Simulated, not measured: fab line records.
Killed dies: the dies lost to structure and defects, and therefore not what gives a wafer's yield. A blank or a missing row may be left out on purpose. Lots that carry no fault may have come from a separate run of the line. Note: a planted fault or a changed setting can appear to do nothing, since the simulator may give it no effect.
Struck lot and sound lot, side by side | flow nand harc | 14 steps out of a route of 1302
Sound: wafers L919.1, L919.3, L919.5. The struck wafers were L910.1, L910.2, L910.6. The cause comes at the end.
Each step with rows lists, per side, the tool, then ch with its chambers, then its first start. Under that, the readings that differ: sound wafers | struck wafers | difference of the means | sigmas: that difference in standard deviations of wafers without a fault.
alike: readings whose means differ by less than 2 such deviations, and words and numbers that are the same on both sides. not compared: withheld readings, readings that some wafer has no value for, bounds like >300 that may hide the same value, and numbers for which the record gives no deviation and whose values overlap.
A row with sigmas, a row that says differs or no value, or rows on one side alone: a step with any of these is where the two part. Numbers that don't overlap but have no deviation are shown without sigmas and don't part them. A reading that every wafer of one side lacks parts them only if that side has two wafers or more.

first, 5 steps without rows for these wafers: NHARC_P_M1_SOFTBAKE_04 (time 55 s); NHARC_P_M1_EBR_05; NHARC_P_M1_EXPOSE_06 (exposes mask P M1, target cd 130 nm); NHARC_P_M1_PEB_07 (peb time 65 s); NHARC_P_M1_DEVELOP_08 (develop time 35 s).
NHARC_P_M1_CD_MEAS_09 targets a cd of 130 nm.
  sound on cd sem-02 ch 0, day 12 23:37; struck on cd sem-03 ch 0, day 8 21:23
  alike: cd nm
NHARC_P_M1_OVL_MEAS_10: pitch 260 nm.
  sound on overlay-02, day 12 23:42; struck on overlay-02, day 8 21:28
  reading           | sound          | struck      | difference | sigmas
  overlay x nm (nm) | 0.3 -0.2 0.6   | 2.0 2.5 2.2 | +2.0       | +2
  overlay y nm (nm) | -1.5 -1.0 -1.4 | 2.4 2.2 2.3 | +3.6       | +4
NHARC_P_M1_INSPECT_11:
  sound on defect inspect-02, day 12 23:44; struck on defect inspect-01, day 8 21:31
  alike: raw defect count
NHARC_P_M1_DESCUM_14: chemistry O2, time 3 s.
  sound on rie diel-06 ch 0,1,3, day 12 23:47; struck on rie diel-06 ch 0,2,3, day 8 21:35
  alike: chamber pressure mTorr, drypump motor current A, oes product au, rf vpp V, showerhead plenum p Torr, throttle valve pct
  not compared: rf hours counter h
NHARC_P_M1_ETCH_35: etches the open film in N2/H2, target depth 40 nm, overetch 12 nm, time 43.94 s.
  sound on rie diel-06 ch 0,1,2, day 12 23:53; struck on rie diel-06 ch 1,2, day 8 21:39
  alike: chamber pressure mTorr, drypump motor current A, h2 flow sccm, oes product au, rf vpp V, showerhead plenum p Torr, throttle valve pct
  not compared: rf hours counter h
NHARC_P_M1_ETCH_15: etches the open film in C4F8/Ar, target depth 182.5 nm, time 91.2 s.
  sound on rie diel-06 ch 2,3; struck on rie diel-06 ch 0,3
  alike: chamber pressure mTorr, oes product au, rf vpp V
  not compared: rf hours counter h
NHARC_P_M1_CD_MEAS_16:
  sound on cd sem-01, day 13 00:06; struck on cd sem-01, day 8 21:52
  alike: cd nm
NHARC_P_M1_STRIP_18: strips in N2/H2.
  sound on rie diel-11 ch 0,2,3, day 13 00:12; struck on rie diel-09 ch 2,3, day 8 21:57
  no value came back on the struck wafers for any of 8 readings (bias w (W), chamber pressure mTorr (mTorr) and others); on the sound wafers bias w (W) reads 0 0 0
  not compared: rf hours counter h
NHARC_P_M1_ETCH_28: etches the open film in CF4/N2, target depth 30 nm, time 72.99 s.
  sound on rie diel-11 ch 1,2; struck on rie diel-09 ch 0,1,3, day 8 22:11
  alike: chamber pressure mTorr, drypump motor current A, oes product au, rf vpp V, showerhead plenum p Torr, throttle valve pct
  not compared: rf hours counter h

WHERE THEY PART
At NHARC_P_M1_OVL_MEAS_10 first; at NHARC_P_M1_STRIP_18 last (within this record only). Later steps at which nothing parts them and some readings are alike: NHARC_P_M1_ETCH_28.

WHY: what had been put in by the simulator
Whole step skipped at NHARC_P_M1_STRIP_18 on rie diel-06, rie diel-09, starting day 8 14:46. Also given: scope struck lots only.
